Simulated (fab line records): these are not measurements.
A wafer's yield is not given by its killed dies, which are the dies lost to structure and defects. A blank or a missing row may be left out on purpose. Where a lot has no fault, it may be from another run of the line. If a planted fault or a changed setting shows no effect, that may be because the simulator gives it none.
Matching of chambers	flow nand-harc	NHARC_A_STAIRCASE_ETCH_313 on rie-diel-04 has 4 sister chambers
The step etches the open film in CF4/CHF3. 4 wafers are shown with their chamber, then 9 later ones without.

WAFERS WITH THEIR CHAMBER
wafer	chamber	showerhead-plenum-p-Torr (Torr)
L087.3	0	1.59
L087.5	3	1.56
L088.5	2	1.58
L088.6	1	1.61

WAFERS WITHOUT THEIR CHAMBER
wafer	showerhead-plenum-p-Torr (Torr)
L092.2	1.59
L092.4	1.56
L092.5	1.58
L090.1	1.59
L090.2	1.58
L090.6	1.56
L094.3	1.61
L094.4	1.58
L094.5	1.55

EACH ONE'S CHAMBER
wafer	from the rows above	in truth
L092.2	0	0
L092.4	3	3
L092.5	2	2
L090.1	0	0
L090.2	2	2
L090.6	3	3
L094.3	1	1
L094.4	2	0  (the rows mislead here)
L094.5	3	3
Correct placement for 8 of the 9. From these rows, 0 cannot be placed. Number placed wrongly: 1.
How it was worked out, from the rows above alone: a wafer's distance from a chamber is the root of the sum, over the readings, of the square of ((its reading less the chamber's mean) divided by the reading's scatter). The wafer belongs to the nearest chamber; if the next one is less than 2 further off, it can't be placed. Each chamber's mean is taken over the wafers shown for it. The scatter: root of mean squared gap, hidden wafer to nearest shown wafer, with one shown wafer a chamber.
